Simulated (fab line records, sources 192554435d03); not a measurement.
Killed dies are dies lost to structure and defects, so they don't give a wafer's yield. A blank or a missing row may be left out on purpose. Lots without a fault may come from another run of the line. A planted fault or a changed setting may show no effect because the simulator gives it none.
fab line records | flow n5_finfet
record lots=22 wafers=66 last_day=18
route steps=1938 shown SDB@374 HKMG_FIN@444 GATE_CUT@465
lots that met no fault: from a run of the same line without faults
start_h: hours from the record's first day to the start of the lot's first wafer shown | wait_h: hours since the lot's step before | " the same as in the row above | L1.1+2: a row that stands for several wafers | - no value, or no start given | * or withheld: withheld | < > ~ a bound
route shown NAME@n: a module of which the file shows steps, and the number in the route of the first | usual: mean/standard deviation of fault-free wafers | same: alike in all rows | chamber/n: place in a boat | sites: the reading at each site | _std_site: their standard deviation | _edge_site: outer sites' mean less inner sites' | radius_mm: how far each site lies from the wafer's centre | mask NAME#n: copy n | behind: the tool/chamber that last shaped the wafer | hold: why the lot was held/for how many hours/how that ended | device: the transistor (n, p or np) that didn't switch | end of line: the same wafers' tests at the end of the route | a step without rows: its recipe alone | killed: dies lost to structure and defects at the first sort, not the wafer's yield | map: a wafer's dies, x killed, . not, _ none there
set.NAME: the setting as run; set.NAME@STEP: as run at that earlier step | model.NAME: the simulator's own value behind a step, which no gauge read
steps of the route over a sample of lots; a table a step, a row a wafer
services: from which hour (start_h, from the record's first day; less than 0 if before it) a tool's chamber was out of use, for how many hours, and why
## steps
# step N5_SDB_CMP_30
# recipe stop_on=poly-Si t_overpolish_s=1.54 post_cmp_clean=alkaline_brush down_force_psi=4.1491 platen_rpm=51.796 pad_velocity_m_s=1.0306 target_thk_nm=30
# usual head_pressure_psi=4.150/0.009 motor_current_A=12.1/1.2 overpolish_run_s=1.540/0.0089 retaining_ring_pressure_frac=1.000/0.0049 time_to_endpoint_s=18/3.3
# columns lot.wafer tool chamber start_h wait_h head_pressure_psi motor_current_A overpolish_run_s retaining_ring_pressure_frac time_to_endpoint_s
L074.2 cmp-01 2 70.26 1.4 4.144 11.9 1.538 1.002 13
L074.3 " 0 " " 4.139 12.9 1.536 0.999 13
L074.5 " 1 " " 4.147 10.9 1.534 0.999 14
L075.1 cmp-04 2 76.63 1.4 4.143 12.2 1.536 0.999 21
L075.6 " 1 " " 4.144 10.4 1.560 0.994 23
L075.5 " 2 " " 4.160 11.5 1.547 1.000 20
L076.3 cmp-01 3 82.78 1.4 4.141 14.0 1.542 0.993 22
L076.1 " 2 " " 4.168 12.6 1.527 1.007 15
L076.5 " 3 " " 4.153 13.7 1.524 0.996 23
L077.2 cmp-01 1 86.93 1.5 4.149 10.8 1.545 1.006 19
L077.5 " 3 " " 4.148 13.6 1.542 0.998 26
L077.6 " 0 " " 4.169 12.5 1.548 1.002 18
L078.3 cmp-01 0 93.46 1.5 4.147 13.3 1.536 1.001 16
L078.5 " 1 " " 4.154 10.7 1.538 0.994 18
L078.6 " 2 " " 4.153 12.3 1.556 0.995 16
L080.3 cmp-04 2 111.11 1.4 4.148 11.6 1.533 0.997 22
L080.2 " 3 " " 4.144 13.5 1.529 1.004 23
L080.6 " 2 " " 4.153 11.4 1.544 0.994 23
L081.1 cmp-04 2 113.14 1.4 4.144 11.8 1.539 0.999 19
L081.4 " 1 " " 4.164 9.9 1.540 1.007 24
L081.6 " 3 " " 4.163 13.1 1.537 1.002 21
L083.2 cmp-02 1 127.61 1.4 4.161 11.8 1.534 0.990 18
L083.6 " 0 " " 4.148 11.0 1.533 0.997 15
L083.5 " 1 " " 4.150 11.9 1.549 0.993 14
L084.1 cmp-02 0 134.35 1.5 4.145 11.3 1.536 1.007 15
L084.6 " 2 " " 4.155 13.3 1.532 0.998 16
L084.5 " 3 " " 4.164 11.5 1.550 1.002 16
L085.2 cmp-04 0 137.62 1.4 4.145 12.5 1.547 1.002 20
L085.3 " 2 " " 4.157 10.6 1.536 0.987 18
L085.5 " 0 " " 4.148 12.5 1.551 0.999 21
L086.1 cmp-02 3 145.10 1.5 4.139 11.9 1.540 0.998 14
L086.6 " 1 " " 4.150 12.1 1.530 1.010 13
L086.5 " 2 " " 4.138 13.0 1.545 1.002 14
L087.2 cmp-04 3 155.06 1.4 4.156 14.9 1.550 1.001 19
L087.3 " 0 " " 4.153 13.0 1.545 1.007 18
L087.5 " 3 " " 4.142 14.5 1.554 0.991 16
L088.1 cmp-01 1 157.08 1.4 4.150 10.8 1.551 0.999 15
L088.3 " 2 " " 4.134 12.2 1.526 0.993 16
L088.5 " 1 " " 4.144 11.0 1.550 0.994 19
L089.1 cmp-04 3 162.10 1.4 4.143 13.8 1.530 0.996 16
L089.2 " 2 " " 4.137 11.1 1.545 0.995 19
L089.5 " 3 " " 4.141 14.0 1.530 0.998 20
L090.1 cmp-02 1 173.23 1.4 4.143 12.3 1.527 1.000 15
L090.4 " 2 " " 4.153 12.8 1.533 1.005 11
L090.3 " 3 " " 4.172 11.5 1.547 1.002 14
L091.1 cmp-01 0 174.37 1.5 4.144 12.9 1.519 1.000 17
L091.2 " 1 " " 4.135 11.1 1.551 1.008 17
L091.5 " 2 " " 4.144 12.0 1.538 0.995 16
L092.1 cmp-01 2 184.90 1.4 4.159 11.6 1.535 0.999 14
L092.2 " 3 " " 4.166 12.5 1.529 1.003 25
L092.3 " 0 " " 4.161 12.8 1.543 1.003 18
L093.1 cmp-01 0 188.69 1.4 4.140 13.6 1.532 1.007 15
L093.4 " 2 " " 4.141 12.4 1.528 0.997 14
L093.5 " 0 " " 4.133 12.7 1.541 1.006 17
L094.2 cmp-01 0 192.79 1.4 4.162 12.7 1.549 0.999 13
L094.4 " 1 " " 4.152 10.6 1.542 1.005 14
L094.5 " 1 " " 4.148 10.4 1.534 1.004 14
L095.2 cmp-01 2 198.61 1.4 4.148 11.4 1.543 1.005 13
L095.3 " 0 " " 4.146 12.8 1.553 1.001 17
L095.4 " 1 " " 4.139 11.0 1.544 1.003 16
L096.2 cmp-01 3 202.90 1.5 4.144 13.1 1.528 1.002 21
L096.3 " 0 " " 4.148 13.0 1.526 1.000 17
L096.6 " 2 " " 4.141 11.7 1.558 1.002 14
L097.1 cmp-04 0 210.77 1.5 4.132 12.8 1.534 1.005 18
L097.6 " 2 " " 4.159 11.6 1.536 1.006 17
L097.5 " 3 " " 4.141 13.7 1.543 0.982 20
# step N5_HKMG_FIN_ETCH_86
# recipe chemistry=N2/H2 target=SOC target_depth_a=3932 stop_on=TiN ion_energy_ev=100 bias_w=61 pressure_mtorr=30 source_w=850 n2_flow_sccm=200 h2_flow_sccm=200
# usual drypump_motor_current_A=5.6/0.49 h2_flow_sccm=199.8/0.59 oes_product_au=0.79/0.11 rf_vpp_V=240.2/1.4 showerhead_plenum_p_Torr=2.50/0.087 throttle_valve_pct=17.81/0.22
# columns lot.wafer tool chamber start_h wait_h drypump_motor_current_A h2_flow_sccm oes_product_au rf_hours_counter_h rf_vpp_V showerhead_plenum_p_Torr throttle_valve_pct
L074.2 rie_diel-02 3 77.11 - 6.5 198.6 0.69 191 239.8 2.44 17.80
L074.3 " 2 " " 5.4 200.5 0.68 238 239.8 2.41 18.10
L074.5 " 0 " " 5.6 199.6 0.74 - 239.0 2.44 17.95
L075.1 rie_diel-06 1 83.42 - 4.9 200.5 0.84 82 240.2 2.57 17.49
L075.5 " 2 " " 5.5 200.6 0.90 - 241.8 2.60 17.93
L075.6 " 3 " " 5.3 200.1 0.68 - 239.6 2.51 17.74
L076.1 rie_diel-06 1 89.92 - 4.9 198.9 0.83 84 240.8 2.57 17.50
L076.3 " 2 " " 5.5 200.1 0.90 26 242.7 2.60 17.92
L076.5 " 1 " " 4.9 199.5 0.84 - 240.6 2.57 17.49
L077.2 rie_diel-02 1 94.74 - 5.4 200.5 0.69 213 237.8 2.40 17.77
L077.5 " 3 " " 6.6 200.2 0.70 - 238.4 2.44 17.82
L077.6 " 2 " " 5.4 199.4 0.68 - 240.5 2.41 18.10
L078.3 rie_diel-01 3 102.19 - 6.1 200.2 0.68 243 240.4 2.51 18.12
L078.5 " 0 " " 6.0 200.0 0.81 - 240.9 2.56 17.68
L078.6 " 1 " " 6.7 200.2 0.69 - 239.2 2.50 18.23
L080.2 rie_diel-01 3 118.63 - 6.1 199.3 0.67 250 239.2 2.50 18.12
L080.3 " 2 " " 5.2 199.9 0.69 228 239.4 2.51 17.80
L080.6 " 3 " " 6.1 199.6 0.67 - 239.1 2.50 18.12
L081.1 rie_diel-06 1 121.61 - 4.9 199.4 0.82 99 240.2 2.56 17.51
L081.4 " 1 " " 5.0 200.0 0.82 - 240.9 2.56 17.53
L081.6 " 0 " " 5.5 198.8 0.69 - 239.7 2.40 18.20
L083.2 rie_diel-06 3 134.86 - 5.3 200.2 0.99 0 239.6 2.50 17.38
L083.5 " 1 " " 4.9 200.4 0.81 - 241.8 2.56 17.54
L083.6 " 0 " " 5.6 199.5 0.69 - 240.3 2.40 18.20
L084.1 rie_diel-01 3 141.87 - 6.1 199.7 0.99 0 240.1 2.50 17.68
L084.5 " 0 " " 6.0 200.6 0.79 - 241.7 2.55 17.70
L084.6 " 2 " " 5.2 199.5 0.68 - 239.7 2.50 17.85
L085.2 rie_diel-06 1 144.35 - 4.9 200.4 0.80 111 241.7 2.56 17.54
L085.3 " 3 " " 5.3 199.5 0.95 5 238.6 2.50 17.40
L085.5 " 3 " " 5.3 200.3 0.95 - 238.3 2.50 17.37
L086.1 rie_diel-02 1 151.79 - 5.4 199.6 0.68 225 238.7 2.39 17.80
L086.5 " 0 " " 5.6 200.5 0.73 - 239.7 2.43 17.97
L086.6 " 1 " " 5.4 199.1 0.68 - 238.8 2.39 17.82
L087.2 rie_diel-02 1 161.85 - 5.4 198.8 0.67 230 239.1 2.39 17.80
L087.3 " 0 " " 5.6 199.3 0.72 181 238.8 2.43 17.98
L087.5 " 2 " " 5.4 200.3 0.99 - 242.6 2.72 17.66
L088.1 rie_diel-02 1 164.02 - 5.4 199.0 0.67 232 238.1 2.39 17.81
L088.3 " 0 " " 5.6 199.5 0.73 183 239.2 2.42 18.01
L088.5 " 2 " " 5.4 200.2 0.98 - 241.4 2.72 17.67
L089.1 rie_diel-01 1 168.87 - 6.7 199.7 0.96 3 240.0 2.50 17.80
L089.2 " 3 " " 6.1 199.2 0.92 14 239.5 2.50 17.71
L089.5 " 3 " " 6.1 198.3 0.92 - 239.7 2.50 17.70
L090.1 rie_diel-02 2 180.04 - 5.4 199.7 0.96 8 242.5 2.72 17.68
L090.3 " 3 " " 6.5 200.4 0.69 209 239.6 2.44 17.83
L090.4 " 0 " " 5.6 200.2 0.72 187 238.4 2.42 18.01
L091.1 rie_diel-06 1 181.08 - 4.9 199.4 0.79 123 241.6 2.55 17.55
L091.2 " 0 " " 5.5 199.5 0.97 5 243.5 2.72 17.72
L091.5 " 1 " " 5.0 199.8 0.79 - 240.3 2.55 17.55
L092.1 rie_diel-02 3 191.64 - 6.5 198.8 0.68 212 239.0 2.44 17.83
L092.2 " 1 " " 5.4 199.8 0.67 241 237.9 2.38 17.83
L092.3 " 2 " " 5.4 199.5 0.96 11 241.8 2.72 17.69
L093.1 rie_diel-01 2 195.36 - 5.1 199.9 0.96 5 239.1 2.49 17.34
L093.4 " 0 " " 6.0 200.3 0.77 129 240.7 2.54 17.73
L093.5 " 2 " " 5.1 200.1 0.96 - 240.5 2.49 17.34
L094.2 rie_diel-06 3 199.69 - 5.3 200.9 0.89 24 241.1 2.49 17.43
L094.4 " 2 " " 5.5 199.5 0.84 67 242.1 2.58 18.03
L094.5 " 2 " " 5.5 199.3 0.83 - 242.0 2.58 18.01
L095.2 rie_diel-01 1 205.40 - 6.7 199.6 0.92 15 239.7 2.49 17.82
L095.3 " 2 " " 5.1 201.4 0.95 8 242.5 2.49 17.35
L095.4 " 3 " " 6.1 199.4 0.90 25 239.9 2.49 17.74
L096.2 rie_diel-02 3 212.22 - 6.5 199.3 0.67 221 238.9 2.43 17.86
L096.3 " 0 " " 5.6 199.9 0.71 197 238.3 2.42 18.00
L096.6 " 2 " " 5.4 199.6 0.93 - 241.5 2.72 17.71
L097.1 rie_diel-01 2 217.84 - 5.2 200.8 0.94 12 240.2 2.49 17.36
L097.5 " 3 " " 6.1 199.9 0.88 - 239.4 2.49 17.72
L097.6 " 0 " " 6.0 199.1 0.76 - 239.7 2.54 17.78
# step N5_HKMG_FIN_NWFM_ALD_20
# recipe material=TiAlC target_thk_a=20 temp_c=300 ald_precursor_family=TiCl4 ald_co_reactant=TEA pulse_time_s=3 purge_time_s=2 co_reactant_purge_time_s=2 co_reactant_pulse_time_s=10 ald_cycles=7 pressure_torr=3
# usual heater_power_outer_w=283/48 heater_power_w=495/64 precursor_pulse_height_rel=0.999/0.021
# same pulse_time_s=3 purge_time_s=2
# columns lot.wafer tool chamber start_h wait_h heater_power_outer_w heater_power_w precursor_pulse_height_rel
L074.2 ald_metal-02 0 77.74 0.3 281 516 0.995
L074.3 " 3 " " 369 599 0.982
L074.5 " 2 " " 274 490 0.969
L075.1 ald_metal-01 2 84.06 0.3 222 435 0.982
L075.5 " 3 " " 333 539 0.980
L075.6 " 2 " " 220 432 1.017
L076.1 ald_metal-04 3 90.55 0.3 270 483 1.028
L076.3 " 2 " " 235 418 0.985
L076.5 " 3 " " 270 485 1.031
L077.2 ald_metal-02 2 95.37 0.3 269 496 0.975
L077.5 " 1 " " 379 624 0.962
L077.6 " 2 " " 276 486 1.022
L078.3 ald_metal-04 0 102.91 0.1 243 442 0.976
L078.5 " 3 " " 274 488 1.010
L078.6 " 0 " " 240 449 1.010
L080.2 ald_metal-04 1 119.27 0.3 289 485 1.000
L080.3 " 0 " " 242 437 1.022
L080.6 " 2 " " 235 429 1.011
L081.1 ald_metal-04 2 122.24 0.3 229 412 1.011
L081.4 " 0 " " 236 443 0.990
L081.6 " 0 " " 237 445 0.977
L083.2 ald_metal-02 2 135.50 0.3 267 475 0.960
L083.5 " 2 " " 275 482 0.989
L083.6 " 1 " " 386 612 0.998
L084.1 ald_metal-04 1 142.52 0.3 288 484 1.014
L084.5 " 0 " " 235 454 1.016
L084.6 " 1 " " 288 496 1.012
L085.2 ald_metal-04 0 145.00 0.3 237 456 0.981
L085.3 " 1 " " 284 486 1.014
L085.5 " 0 " " 242 435 1.017
L086.1 ald_metal-02 2 152.50 0.3 272 507 0.977
L086.5 " 1 " " 381 624 0.962
L086.6 " 0 " " 284 517 0.988
L087.2 ald_metal-01 3 162.49 0.3 324 549 0.994
L087.3 " 1 " " 239 401 0.980
L087.5 " 3 " " 334 534 1.022
L088.1 ald_metal-04 1 164.72 0.3 285 480 0.984
L088.3 " 3 " " 273 487 1.001
L088.5 " 1 " " 288 501 0.980
L089.1 ald_metal-02 1 169.50 0.3 371 635 1.030
L089.2 " 3 " " 358 613 0.978
L089.5 " 0 " " 280 504 0.982
L090.1 ald_metal-01 3 180.67 0.3 326 537 1.001
L090.3 " 0 " " 297 509 1.022
L090.4 " 0 " " 293 495 0.996
L091.1 ald_metal-01 1 181.72 0.3 245 396 0.984
L091.2 " 3 " " 330 540 1.021
L091.5 " 2 " " 223 442 1.011
L092.1 ald_metal-04 1 192.27 0.3 284 486 0.956
L092.2 " 0 " " 236 442 1.006
L092.3 " 3 " " 273 486 1.028
L093.1 ald_metal-02 2 196.00 0.3 269 498 1.003
L093.4 " 1 " " 379 610 0.981
L093.5 " 2 " " 272 477 0.957
L094.2 ald_metal-01 0 200.32 0.3 298 497 0.968
L094.4 " 3 " " 327 526 0.983
L094.5 " 1 " " 242 404 0.995
L095.2 ald_metal-04 0 206.03 0.3 244 450 1.003
L095.3 " 3 " " 266 500 0.974
L095.4 " 1 " " 283 489 1.009
L096.2 ald_metal-02 3 212.85 0.3 357 600 1.025
L096.3 " 1 " " 392 609 1.013
L096.6 " 3 " " 363 610 0.985
L097.1 ald_metal-01 0 218.65 0.3 300 496 1.021
L097.5 " 3 " " 333 540 1.018
L097.6 " 2 " " 226 432 0.963
# step N5_HKMG_FIN_ALD_71
# recipe material=TiN target_thk_a=10 temp_c=400 ald_precursor_family=TiCl4 ald_co_reactant=NH3 pulse_time_s=1 purge_time_s=3 co_reactant_purge_time_s=2 co_reactant_pulse_time_s=2 ald_cycles=47 pressure_torr=3
# usual heater_power_outer_w=559/92 heater_power_w=886/110 precursor_pulse_height_rel=1.002/0.018
# same pulse_time_s=1 purge_time_s=3
# columns lot.wafer tool chamber start_h wait_h heater_power_outer_w heater_power_w precursor_pulse_height_rel
L074.2 ald_metal-02 0 77.84 0.0 562 913 0.991
L074.3 " 3 " " 695 1091 1.026
L074.5 " 2 " " 527 911 0.972
L075.1 ald_metal-01 2 84.16 0.0 445 776 1.018
L075.5 " 3 " " 649 979 0.980
L075.6 " 2 " " 444 778 0.994
L076.1 ald_metal-04 3 90.65 0.0 547 882 1.003
L076.3 " 2 " " 465 760 1.012
L076.5 " 3 " " 535 866 0.990
L077.2 ald_metal-02 2 95.47 0.0 531 878 1.000
L077.5 " 1 " " 726 1108 1.025
L077.6 " 2 " " 534 901 0.995
L078.3 ald_metal-04 0 103.01 0.0 473 814 1.005
L078.5 " 3 " " 535 856 0.998
L078.6 " 0 " " 479 781 1.014
L080.2 ald_metal-04 1 119.37 0.0 558 875 0.976
L080.3 " 0 " " 471 785 1.014
L080.6 " 2 " " 456 743 1.021
L081.1 ald_metal-04 2 122.34 0.0 465 737 1.010
L081.4 " 0 " " 474 780 0.994
L081.6 " 0 " " 459 801 0.987
L083.2 ald_metal-02 2 135.60 0.0 529 863 0.982
L083.5 " 2 " " 543 899 0.993
L083.6 " 1 " " 748 1111 1.042
L084.1 ald_metal-04 1 142.62 0.0 567 873 0.978
L084.5 " 0 " " 478 780 1.018
L084.6 " 1 " " 555 867 1.011
L085.2 ald_metal-04 0 145.10 0.0 466 775 0.967
L085.3 " 1 " " 579 862 0.996
L085.5 " 0 " " 465 790 1.022
L086.1 ald_metal-02 2 152.59 0.0 534 907 1.015
L086.5 " 1 " " 743 1111 0.997
L086.6 " 0 " " 570 907 1.003
L087.2 ald_metal-01 3 162.59 0.0 650 978 0.993
L087.3 " 1 " " 476 723 1.005
L087.5 " 3 " " 635 981 1.057
L088.1 ald_metal-04 1 164.82 0.0 569 884 1.018
L088.3 " 3 " " 524 869 0.995
L088.5 " 1 " " 552 878 0.992
L089.1 ald_metal-02 1 169.60 0.0 771 1108 1.005
L089.2 " 3 " " 704 1084 1.005
L089.5 " 0 " " 573 907 0.988
L090.1 ald_metal-01 3 180.77 0.0 655 946 1.008
L090.3 " 0 " " 594 917 0.980
L090.4 " 0 " " 582 917 1.002
L091.1 ald_metal-01 1 181.82 0.0 467 720 1.018
L091.2 " 3 " " 632 958 1.038
L091.5 " 2 " " 441 771 1.022
L092.1 ald_metal-04 1 192.37 0.0 542 851 0.987
L092.2 " 0 " " 472 803 0.993
L092.3 " 3 " " 535 859 0.996
L093.1 ald_metal-02 2 196.10 0.0 544 877 0.996
L093.4 " 1 " " 731 1109 0.988
L093.5 " 2 " " 523 900 1.044
L094.2 ald_metal-01 0 200.42 0.0 592 898 1.002
L094.4 " 3 " " 640 978 0.974
L094.5 " 1 " " 473 733 0.968
L095.2 ald_metal-04 0 206.13 0.0 463 793 0.992
L095.3 " 3 " " 530 867 1.010
L095.4 " 1 " " 568 862 1.012
L096.2 ald_metal-02 3 212.95 0.0 702 1080 1.000
L096.3 " 1 " " 742 1094 1.022
L096.6 " 3 " " 697 1068 1.030
L097.1 ald_metal-01 0 218.75 0.0 572 879 0.979
L097.5 " 3 " " 660 970 1.005
L097.6 " 2 " " 455 778 0.998
# step N5_GATE_CUT_ETCHBACK_00
# recipe chemistry=SF6/Cl2 target=W pressure_mtorr=8 icp_w=900 bias_w=80 SF6_flow_sccm=40 Cl2_flow_sccm=60
# usual drypump_motor_current_A=5.8/0.41 oes_product_au=0.72/0.11 throttle_valve_pct=27.45/0.28
# columns lot.wafer tool chamber start_h wait_h drypump_motor_current_A oes_product_au rf_hours_counter_h throttle_valve_pct
L074.2 rie_metal-03 1 80.20 0.0 5.7 0.58 145 28.07
L074.3 " 1 " " 5.7 0.58 - 28.06
L074.5 " 0 " " 6.2 0.81 - 27.61
L075.1 rie_metal-03 0 86.51 0.0 6.2 0.81 31 27.60
L075.5 " 1 " " 5.8 0.58 - 28.09
L075.6 " 0 " " 6.2 0.81 - 27.59
L076.1 rie_metal-01 1 93.04 0.0 6.3 0.68 91 27.40
L076.3 " 0 " " 5.4 0.62 - 27.09
L076.5 " 1 " " 6.3 0.68 - 27.40
L077.2 rie_metal-01 1 97.85 0.0 6.3 0.67 91 27.41
L077.5 " 1 " " 6.3 0.68 - 27.41
L077.6 " 0 " " 5.3 0.62 - 27.08
L078.3 rie_metal-01 0 105.75 0.1 5.3 0.61 - 27.07
L078.5 " 1 " " 6.3 0.68 - 27.40
L078.6 " 0 " " 5.3 0.61 - 27.07
L080.2 rie_metal-01 0 121.91 0.0 5.4 0.61 125 27.08
L080.3 " 1 " " 6.3 0.67 - 27.40
L080.6 " 0 " " 5.3 0.61 - 27.09
L081.1 rie_metal-01 0 124.87 0.0 5.3 0.60 125 27.08
L081.4 " 1 " " 6.3 0.67 - 27.41
L081.6 " 0 " " 5.3 0.61 - 27.09
L083.2 rie_metal-02 1 138.12 0.0 5.2 0.87 13 27.84
L083.5 " 1 " " 5.3 0.87 - 27.82
L083.6 " 0 " " 5.8 0.70 - 27.27
L084.1 rie_metal-01 1 145.00 0.0 6.3 0.66 96 27.40
L084.5 " 0 " " 5.4 0.61 - 27.10
L084.6 " 1 " " 6.3 0.66 - 27.41
L085.2 rie_metal-02 1 147.47 0.0 5.2 0.85 14 27.83
L085.3 " 0 " " 5.8 0.70 - 27.29
L085.5 " 1 " " 5.2 0.86 - 27.84
L086.1 rie_metal-01 1 155.08 0.0 6.3 0.67 97 27.41
L086.5 " 1 " " 6.3 0.67 - 27.41
L086.6 " 0 " " 5.3 0.62 - 27.08
L087.2 rie_metal-01 0 165.01 0.0 5.3 0.60 130 27.07
L087.3 " 1 " " 6.3 0.67 - 27.40
L087.5 " 1 " " 6.3 0.66 - 27.40
L088.1 rie_metal-02 1 167.21 0.0 5.3 0.84 15 27.82
L088.3 " 1 " " 5.3 0.85 - 27.83
L088.5 " 0 " " 5.8 0.70 - 27.27
L089.1 rie_metal-02 1 171.96 0.0 5.2 0.84 16 27.83
L089.2 " 0 " " 5.8 0.69 80 27.29
L089.5 " 0 " " 5.8 0.69 - 27.28
L090.1 rie_metal-01 0 183.18 0.0 5.3 0.60 132 27.09
L090.3 " 1 " " 6.3 0.65 - 27.42
L090.4 " 0 " " 5.3 0.60 - 27.10
L091.1 rie_metal-03 0 184.18 0.0 6.2 0.77 40 27.61
L091.2 " 1 " " 5.7 0.95 4 27.59
L091.5 " 0 " " 6.2 0.77 - 27.61
L092.1 rie_metal-02 0 194.73 0.0 5.8 0.69 81 27.29
L092.2 " 1 " " 5.3 0.84 17 27.84
L092.3 " 1 " " 5.3 0.84 - 27.84
L093.1 rie_metal-02 1 198.46 0.0 5.2 0.84 18 27.84
L093.4 " 1 " " 5.2 0.84 - 27.84
L093.5 " 0 " " 5.8 0.69 - 27.29
L094.2 rie_metal-03 1 203.04 0.1 5.7 0.96 - 27.59
L094.4 " 1 " " 5.7 0.95 - 27.57
L094.5 " 1 " " 5.7 0.95 - 27.60
L095.2 rie_metal-03 1 208.65 0.0 5.8 0.94 6 27.58
L095.3 " 1 " " 5.7 0.94 - 27.58
L095.4 " 0 " " 6.1 0.77 - 27.62
L096.2 rie_metal-02 1 215.61 0.0 5.2 0.84 19 27.84
L096.3 " 1 " " 5.3 0.83 - 27.84
L096.6 " 0 " " 5.8 0.69 - 27.29
L097.1 rie_metal-01 1 221.11 0.0 6.3 0.65 103 27.44
L097.5 " 1 " " 6.4 0.64 - 27.42
L097.6 " 1 " " 6.3 0.65 - 27.43
# step N5_GATE_CUT_ETCH_58
# recipe chemistry=CH3F/O2 target=SiNx target_depth_a=170 time_s=128.6 ion_energy_ev=50 pressure_mtorr=30 source_w=415 bias_w=21 Ar_flow_sccm=150 CH3F_flow_sccm=30 O2_flow_sccm=20
# usual drypump_motor_current_A=5.6/0.44 oes_product_au=0.74/0.043 rf_vpp_V=99.1/0.96 showerhead_plenum_p_Torr=1.99/0.044 throttle_valve_pct=16.40/0.11
# columns lot.wafer tool chamber start_h wait_h drypump_motor_current_A oes_product_au rf_hours_counter_h rf_vpp_V showerhead_plenum_p_Torr throttle_valve_pct
L074.2 rie_diel-04 0 80.65 0.2 6.1 0.76 165 98.8 2.00 16.34
L074.3 " 2 " " 6.5 0.71 212 97.5 1.91 16.33
L074.5 " 0 " " 6.2 0.76 - 98.8 2.00 16.34
L075.1 rie_diel-05 2 86.81 0.0 5.3 0.76 147 98.5 2.01 16.22
L075.5 " 1 " " 5.6 0.72 - 98.6 1.99 16.34
L075.6 " 0 " " 5.8 0.76 - 100.8 2.08 16.40
L076.1 rie_diel-05 2 93.34 0.0 5.3 0.75 149 99.5 2.01 16.22
L076.3 " 3 " " 5.8 0.78 135 98.3 1.99 16.30
L076.5 " 0 " " 5.8 0.75 - 99.3 2.08 16.42
L077.2 rie_diel-04 1 98.14 0.0 5.6 0.80 94 100.3 2.02 16.55
L077.5 " 2 " " 6.5 0.70 - 97.8 1.91 16.34
L077.6 " 3 " " 5.0 0.69 - 99.8 1.98 16.54
L078.3 rie_diel-05 0 106.00 0.0 5.8 0.76 166 99.9 2.07 16.41
L078.5 " 3 " " 5.8 0.77 - 98.7 1.99 16.32
L078.6 " 2 " " 5.2 0.76 - 99.1 2.00 16.22
L080.2 rie_diel-03 2 122.35 0.2 5.1 0.67 229 98.6 2.06 16.31
L080.3 " 1 " " 5.1 0.77 134 98.9 2.01 16.30
L080.6 " 0 " " 5.4 0.89 - 98.1 1.96 16.20
L081.1 rie_diel-05 0 125.20 0.1 5.8 0.74 173 100.4 2.07 16.43
L081.4 " 1 " " 5.6 0.70 173 99.0 1.98 16.36
L081.6 " 3 " " 5.8 0.76 - 98.9 1.99 16.34
L083.2 rie_diel-05 0 138.41 0.0 5.8 0.74 179 100.7 2.07 16.43
L083.5 " 2 " " 5.2 0.73 - 97.5 2.00 16.25
L083.6 " 1 " " 5.6 0.70 - 99.5 1.98 16.38
L084.1 rie_diel-04 0 145.37 0.1 6.2 0.75 178 99.5 2.00 16.36
L084.5 " 0 " " 6.1 0.75 - 98.1 2.00 16.37
L084.6 " 1 " " 5.6 0.79 - 98.5 2.01 16.56
L085.2 rie_diel-04 2 147.76 0.0 6.5 0.70 226 98.2 1.90 16.37
L085.3 " 0 " " 6.2 0.76 178 98.3 2.00 16.38
L085.5 " 0 " " 6.2 0.76 - 99.0 2.00 16.38
L086.1 rie_diel-05 0 155.37 0.0 5.8 0.73 184 99.4 2.07 16.43
L086.5 " 2 " " 5.3 0.72 - 99.3 2.00 16.26
L086.6 " 3 " " 5.8 0.75 - 98.8 1.98 16.37
L087.2 rie_diel-05 0 165.30 0.0 5.8 0.73 187 99.8 2.07 16.46
L087.3 " 2 " " 5.2 0.73 173 100.3 2.00 16.27
L087.5 " 2 " " 5.3 0.72 - 99.5 2.00 16.26
L088.1 rie_diel-04 3 167.50 0.0 5.0 0.68 234 99.6 1.98 16.56
L088.3 " 0 " " 6.2 0.74 183 97.9 2.00 16.38
L088.5 " 3 " " 5.0 0.68 - 100.0 1.98 16.56
L089.1 rie_diel-04 3 172.25 0.0 5.0 0.68 234 97.9 1.98 16.58
L089.2 " 0 " " 6.2 0.75 184 99.9 2.00 16.38
L089.5 " 1 " " 5.6 0.78 - 99.3 2.01 16.59
L090.1 rie_diel-05 0 183.47 0.0 5.8 0.73 191 98.8 2.07 16.45
L090.3 " 2 " " 5.3 0.72 179 99.1 2.00 16.27
L090.4 " 3 " " 5.8 0.76 164 98.2 1.98 16.36
L091.1 rie_diel-03 0 184.47 0.0 5.5 0.86 58 97.4 1.95 16.24
L091.2 " 1 " " 5.1 0.76 154 98.2 2.00 16.34
L091.5 " 3 " " 5.6 0.77 - 99.7 2.08 16.64
L092.1 rie_diel-05 2 195.02 0.0 5.2 0.72 181 97.8 2.00 16.26
L092.2 " 1 " " 5.5 0.69 194 99.7 1.98 16.39
L092.3 " 3 " " 5.9 0.74 167 99.1 1.98 16.36
L093.1 rie_diel-03 3 198.75 0.0 5.6 0.77 164 99.8 2.08 16.68
L093.4 " 0 " " 5.5 0.85 - 97.4 1.95 16.25
L093.5 " 1 " " 5.1 0.76 - 100.0 2.00 16.35
L094.2 rie_diel-05 0 203.56 0.1 5.8 0.72 197 98.7 2.06 16.47
L094.4 " 1 " " 5.5 0.69 197 98.8 1.98 16.41
L094.5 " 2 " " 5.3 0.71 - 99.1 2.00 16.27
L095.2 rie_diel-04 1 209.23 0.3 5.5 0.77 119 99.6 2.01 16.61
L095.3 " 3 " " 5.0 0.68 243 98.6 1.97 16.55
L095.4 " 2 " " 6.5 0.69 241 97.2 1.90 16.38
L096.2 rie_diel-04 1 215.90 0.0 5.5 0.76 121 100.2 2.01 16.61
L096.3 " 3 " " 5.0 0.67 246 98.7 1.97 16.59
L096.6 " 0 " " 6.2 0.72 - 99.3 1.99 16.40
L097.1 rie_diel-05 0 221.67 0.1 5.8 0.73 201 101.2 2.06 16.47
L097.5 " 1 " " 5.6 0.69 - 97.9 1.97 16.44
L097.6 " 2 " " 5.3 0.71 - 99.8 1.99 16.28
## services
# columns tool chamber start_h hours kind
rie_diel-05 3 63.51 2.7 repair
cmp-04 - 84.45 7.3 pm
rie_diel-02 - 96.68 28.1 pm
cmp-01 - 102.37 1.4 repair
rie_diel-01 - 105.62 2.8 pm
rie_metal-02 - 107.96 1.2 repair
rie_diel-04 - 118.88 14.6 pm
rie_diel-02 3 126.12 3.5 repair
cmp-04 - 142.39 1.4 repair
rie_diel-02 3 143.67 19.0 repair
cmp-04 - 143.81 4.8 pm
rie_diel-04 3 164.80 1.4 repair
ald_metal-01 0 166.46 3.5 repair
cmp-04 - 167.40 3.8 repair
ald_metal-01 2 175.13 6.4 repair
cmp-04 - 182.93 1.8 repair
cmp-04 - 188.59 1.0 repair
ald_metal-04 - 195.52 1.3 repair
cmp-04 - 197.14 0.6 repair
ald_metal-01 - 209.05 2.8 pm
cmp-01 - 209.41 4.0 pm
rie_diel-02 1 209.60 1.2 repair
ald_metal-04 1 215.41 3.4 repair
ald_metal-04 - 216.21 1.7 repair
## key
fault none
